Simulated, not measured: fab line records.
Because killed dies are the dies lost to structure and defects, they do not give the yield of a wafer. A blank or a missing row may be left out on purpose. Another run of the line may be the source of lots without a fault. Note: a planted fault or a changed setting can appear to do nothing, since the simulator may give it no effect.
Which tool was responsible?    flow nand harc    72 wafers from 24 lots sampled at 6 of the route's 1302 steps

== WHAT EACH GAUGE READ, for each wafer ==
NHARC_P_BONDPAD_THK_MEAS_20: measures by xrf.
lot   measured      on             thk nm (nm)
L075  day 7 09:28   film metro-01  162.5 161.5 161.2
L076  day 7 21:38   film metro-02  158.6 158.5 161.9
L077  day 8 02:22   film metro-01  157.4 162.0 159.5
L074  day 8 04:53   film metro-01  159.6 160.7 161.6
L078  day 8 09:26   film metro-02  161.5 160.2 163.4
L079  day 8 17:13   film metro-01  161.4 160.9 161.0
L080  day 9 05:35   film metro-01  161.0 159.6 162.4
L081  day 9 15:11   film metro-01  161.2 158.9 161.6
L082  day 10 05:06  film metro-02  158.7 162.5 159.6
L083  day 10 09:53  film metro-01  161.6 160.7 159.0
L085  day 11 06:36  film metro-01  164.0 162.4 159.9
L084  day 11 09:26  film metro-01  160.0 161.5 160.2
L086  day 11 17:10  film metro-01  160.0 159.3 160.1
L087  day 12 23:13  film metro-01  161.7 162.5 161.1
L088  day 13 00:25  film metro-02  161.3 160.4 159.9
L089  day 13 13:16  film metro-01  160.3 159.7 159.0
L090  day 13 14:30  film metro-01  162.2 160.4 158.1
L091  day 13 20:58  film metro-02  161.1 159.0 161.6
L093  day 14 08:56  film metro-01  161.8 160.4 160.6
L092  day 14 11:41  film metro-02  161.2 160.9 159.7
L094  day 14 22:28  film metro-02  162.7 158.1 163.1
L095  day 15 14:17  film metro-01  161.6 161.8 158.2
L096  day 15 19:14  film metro-02  159.0 161.7 160.5
L097  day 16 05:34  film metro-01  159.4 159.5 159.3

NHARC_A_START_INSPECT_01.
lot   measured      on                 raw defect count
L075  day 7 10:08   defect inspect-02  4 2 1
L076  day 7 22:18   defect inspect-01  7 2 4
L077  day 8 03:04   defect inspect-02  8 4 6
L074  day 8 05:35   defect inspect-02  0 4 3
L078  day 8 10:07   defect inspect-01  4 4 2
L079  day 8 17:55   defect inspect-01  7 2 2
L080  day 9 06:16   defect inspect-02  4 3 4
L081  day 9 15:53   defect inspect-01  1 6 4
L082  day 10 05:46  defect inspect-01  3 3 3
L083  day 10 10:33  defect inspect-01  3 3 7
L085  day 11 07:17  defect inspect-01  3 4 3
L084  day 11 10:08  defect inspect-02  5 3 3
L086  day 11 17:52  defect inspect-02  2 5 5
L087  day 12 23:53  defect inspect-02  9 1 5
L088  day 13 01:08  defect inspect-02  1 5 7
L089  day 13 13:58  defect inspect-01  7 1 6
L090  day 13 15:11  defect inspect-02  3 5 5
L091  day 13 21:39  defect inspect-01  0 8 9
L093  day 14 09:36  defect inspect-01  2 4 2
L092  day 14 12:21  defect inspect-01  4 2 2
L094  day 14 23:10  defect inspect-02  2 4 4
L095  day 15 14:59  defect inspect-02  4 3 7
L096  day 15 19:55  defect inspect-02  2 2 4
L097  day 16 06:17  defect inspect-02  2 3 7

NHARC_A_SOURCE_PLATE_THK_MEAS_06: measures by ellipsometry.
lot   measured      on             thk nm (nm)
L075  day 8 08:34   film metro-02  200.3 203.6 204.9
L076  day 8 23:18   film metro-02  200.9 202.5 200.8
L077  day 8 23:18   film metro-01  201.2 200.8 201.4
L074  day 8 23:19   film metro-01  201.3 199.9 198.3
L078  day 9 08:07   film metro-02  203.6 204.2 199.1
L079  day 9 18:01   film metro-02  200.1 202.3 200.6
L080  day 10 04:32  film metro-01  198.1 197.0 201.4
L081  day 10 16:05  film metro-01  200.8 203.1 200.8
L082  day 11 06:34  film metro-02  199.8 197.8 198.9
L083  day 11 06:34  film metro-01  199.3 197.4 198.2
L085  day 12 06:30  film metro-02  199.6 200.6 200.4
L084  day 12 06:30  film metro-01  201.6 200.8 200.7
L086  day 12 15:58  film metro-01  198.7 200.8 199.5
L087  day 13 23:41  film metro-01  197.6 199.9 200.4
L088  day 13 23:41  film metro-01  197.7 200.1 200.5
L089  day 14 12:30  film metro-01  196.8 197.7 198.4
L090  day 14 12:31  film metro-02  199.1 200.1 201.4
L091  day 15 02:01  film metro-01  202.2 200.8 200.3
L093  day 15 07:14  film metro-02  202.1 200.9 201.8
L092  day 15 11:52  film metro-02  204.0 203.0 200.5
L094  day 15 21:04  film metro-01  200.9 200.9 200.6
L095  day 16 13:13  film metro-02  204.1 203.0 202.6
L096  day 16 20:31  film metro-01  201.4 199.9 199.1
L097  day 17 05:24  film metro-02  198.4 200.6 197.1

NHARC_A_CHANNEL_HOLE_D1_OVL_MEAS_11.
lot   measured      on          overlay x nm (nm)  overlay y nm (nm)
L075  day 9 02:02   overlay-01  -1.5 -1.7 -1.4     0.5 0.5 0.4
L076  day 9 17:39   overlay-02  0.2 0.5 0.4        1.9 1.6 1.5
L077  day 9 17:29   overlay-01  0.3 0.1 -0.2       1.6 1.6 1.9
L074  day 9 17:14   overlay-02  -0.2 -0.7 0.1      -1.0 -1.5 -0.7
L078  day 10 04:27  overlay-02  -1.8 -1.1 -1.5     1.0 1.1 0.8
L079  day 10 11:13  overlay-02  -0.9 0.2 -0.8      0.1 0.5 0.3
L080  day 10 20:52  overlay-01  -0.9 -0.9 -0.7     -0.1 0.2 0.0
L081  day 11 16:58  overlay-01  0.0 -0.1 -0.1      0.0 -0.1 -0.2
L082  day 12 01:07  overlay-02  1.5 1.4 1.5        0.5 0.4 0.4
L083  day 12 00:38  overlay-02  0.3 0.7 0.6        -0.8 -0.1 -0.7
L085  day 13 01:34  overlay-01  -0.2 -0.1 0.3      1.0 0.5 1.4
L084  day 13 02:42  overlay-02  1.2 1.2 1.8        -1.2 -1.1 -0.4
L086  day 13 10:02  overlay-02  -0.5 0.9 0.1       -0.1 0.0 0.3
L087  day 14 16:16  overlay-02  1.2 1.1 1.1        1.2 0.9 1.2
L088  day 14 16:07  overlay-01  -0.8 -1.6 -1.6     -0.1 -0.4 -0.7
L089  day 15 04:52  overlay-01  0.7 0.5 -0.1       0.7 0.9 0.8
L090  day 15 04:40  overlay-02  0.8 1.1 0.7        -0.1 0.3 0.1
L091  day 15 21:39  overlay-01  0.9 1.5 0.6        0.3 1.0 0.8
L093  day 16 03:22  overlay-02  0.3 -0.1 -0.1      0.5 0.7 1.1
L092  day 16 05:30  overlay-02  -0.1 0.4 0.3       0.4 0.3 0.1
L094  day 16 17:45  overlay-01  -0.4 -0.1 0.0      1.0 0.8 0.1
L095  day 17 05:35  overlay-01  -0.8 -0.4 -1.2     -0.2 0.2 -0.5
L096  day 17 16:05  overlay-01  0.3 0.7 -0.2       1.0 0.6 0.7
L097  day 18 00:06  overlay-02  0.7 1.1 1.1        -0.2 0.2 -0.3

== TOOL THAT RAN EACH LOT (tool first, then ch and the chambers of the sampled wafers, then the start) ==
lot   NHARC_P_BONDPAD_STRIP_15            NHARC_A_CHANNEL_HOLE_D1_DEP_00
L075  rie diel-07 ch 0,1,3, day 7 07:32   acl dep-03 ch 0, day 8 23:39
L076  rie diel-07 ch 0,1,3, day 7 19:41   acl dep-03 ch 0, day 9 15:12
L077  rie diel-10 ch 0,1, day 8 00:26     acl dep-02 ch 0, day 9 14:44
L074  rie diel-07 ch 1,2, day 8 02:55     acl dep-01 ch 0, day 9 15:26
L078  rie diel-10 ch 0,2, day 8 07:29     acl dep-02 ch 0, day 10 01:34
L079  rie diel-13 ch 0,3, day 8 15:17     acl dep-02 ch 0, day 10 08:36
L080  rie diel-13 ch 0,1,3, day 9 03:40   acl dep-02 ch 0, day 10 19:05
L081  rie diel-10 ch 0,2,3, day 9 13:16   acl dep-01 ch 0, day 11 14:52
L082  rie diel-13 ch 2,3, day 10 03:09    acl dep-03 ch 0, day 11 22:41
L083  rie diel-13 ch 2,3, day 10 07:57    acl dep-02 ch 0, day 11 22:16
L085  rie diel-07 ch 0,1, day 11 04:39    acl dep-01 ch 0, day 12 23:28
L084  rie diel-07 ch 0,2, day 11 07:27    acl dep-02 ch 0, day 13 00:07
L086  rie diel-07 ch 0,1,2, day 11 15:13  acl dep-03 ch 0, day 13 07:25
L087  rie diel-07 ch 0,1,2, day 12 21:14  acl dep-02 ch 0, day 14 13:46
L088  rie diel-10 ch 0,1,2, day 12 22:23  acl dep-03 ch 0, day 14 13:23
L089  rie diel-10 ch 1,2,3, day 13 11:17  acl dep-02 ch 0, day 15 02:26
L090  rie diel-10 ch 0,1,3, day 13 12:32  acl dep-03 ch 0, day 15 02:03
L091  rie diel-10 ch 1,2,3, day 13 18:57  acl dep-03 ch 0, day 15 19:31
L093  rie diel-13 ch 2,3, day 14 06:59    acl dep-02 ch 0, day 16 00:46
L092  rie diel-10 ch 1,2, day 14 09:43    acl dep-03 ch 0, day 16 03:12
L094  rie diel-13 ch 0,1, day 14 20:30    acl dep-02 ch 0, day 16 15:38
L095  rie diel-10 ch 1,2, day 15 12:20    acl dep-02 ch 0, day 17 03:49
L096  rie diel-13 ch 0,1,2, day 15 17:15  acl dep-03 ch 0, day 17 13:58
L097  rie diel-10 ch 1,2,3, day 16 03:38  acl dep-03 ch 0, day 17 21:26
- NHARC_P_BONDPAD_STRIP_15: strips in O2.
- NHARC_A_CHANNEL_HOLE_D1_DEP_00: deposits aC, target thk 3100 nm.

== WHAT THE TOOLS THEMSELVES READ (means of the sampled wafers that have a number; where no wafer has one, the mark that the record gives instead) ==
NHARC_P_BONDPAD_STRIP_15.
lot   tool         chamber pressure mTorr (mTorr)  drypump motor current A (A)  oes product au (a.u.)  rf vpp V (V)  showerhead plenum p Torr (Torr)  throttle valve pct (%)
L075  rie diel-07  60.01                           5.6                          1.003                  57.6          3.56                             17.039
L076  rie diel-07  59.98                           5.6                          1.009                  58.5          3.56                             17.030
L077  rie diel-10  60.00                           6.3                          0.998                  58.6          3.63                             17.034
L074  rie diel-07  59.95                           6.3                          1.008                  57.3          3.54                             17.042
L078  rie diel-10  60.03                           6.3                          0.992                  59.0          3.62                             17.032
L079  rie diel-13  60.05                           6.2                          0.996                  58.1          3.60                             17.034
L080  rie diel-13  60.05                           6.1                          1.007                  57.9          3.61                             17.038
L081  rie diel-10  59.96                           6.0                          0.988                  58.5          3.58                             17.039
L082  rie diel-13  60.03                           5.7                          0.999                  57.9          3.63                             17.035
L083  rie diel-13  59.98                           5.9                          1.002                  58.5          3.62                             17.035
L085  rie diel-07  60.01                           6.0                          1.014                  57.6          3.50                             17.038
L084  rie diel-07  60.02                           5.7                          1.013                  56.8          3.53                             17.028
L086  rie diel-07  60.00                           5.9                          1.018                  57.9          3.52                             17.036
L087  rie diel-07  60.07                           5.8                          1.015                  58.6          3.52                             17.040
L088  rie diel-10  60.02                           6.4                          1.005                  58.1          3.66                             17.031
L089  rie diel-10  60.00                           6.1                          1.000                  58.6          3.62                             17.036
L090  rie diel-10  59.98                           5.9                          0.994                  57.5          3.55                             17.030
L091  rie diel-10  59.97                           6.1                          1.008                  57.8          3.62                             17.023
L093  rie diel-13  60.03                           5.9                          1.008                  58.1          3.62                             17.034
L092  rie diel-10  60.01                           6.6                          1.009                  58.6          3.70                             17.028
L094  rie diel-13  60.02                           6.2                          0.994                  57.6          3.58                             17.045
L095  rie diel-10  59.99                           6.6                          1.003                  57.9          3.70                             17.039
L096  rie diel-13  60.01                           5.8                          0.999                  57.6          3.60                             17.028
L097  rie diel-10  60.04                           6.1                          1.008                  58.1          3.62                             17.039

NHARC_A_CHANNEL_HOLE_D1_DEP_00.
lot   tool        throttle valve pct (%)
L075  acl dep-03  34.997
L076  acl dep-03  34.998
L077  acl dep-02  35.010
L074  acl dep-01  35.002
L078  acl dep-02  34.989
L079  acl dep-02  35.001
L080  acl dep-02  34.998
L081  acl dep-01  34.991
L082  acl dep-03  35.003
L083  acl dep-02  35.002
L085  acl dep-01  34.996
L084  acl dep-02  35.003
L086  acl dep-03  35.001
L087  acl dep-02  35.001
L088  acl dep-03  35.004
L089  acl dep-02  35.004
L090  acl dep-03  35.002
L091  acl dep-03  34.996
L093  acl dep-02  34.996
L092  acl dep-03  35.002
L094  acl dep-02  34.998
L095  acl dep-02  34.986
L096  acl dep-03  35.002
L097  acl dep-03  34.998

== THE ANSWER, worked out from the rows above alone ==
Rule: the usual values come from the lots themselves. Put in order of their means at a reading, lots are off if they are a third of the lots or fewer, leave a main group of 4 or more, and stand apart from it by a gap of 3 or more times the standard deviation of the main group's means; of several such gaps the widest counts. A main group whose means are all the same, to the digits that the tables above print for the reading, isn't used. Also off: a lot with no number at a reading for which 4 or more lots have one. The other lots that the step has rows for count as sound. After the gauges, taken in route order, come the tools' own readings; for these a lot's mean is taken, as printed above. The first step at which some lot is off is used, and at that step the reading that is off furthest; a lot without a number counts as furthest.
Nothing can be told from this: no lot is off at any reading shown.

== WHAT HAD BEEN PUT IN BY THE SIMULATOR ==
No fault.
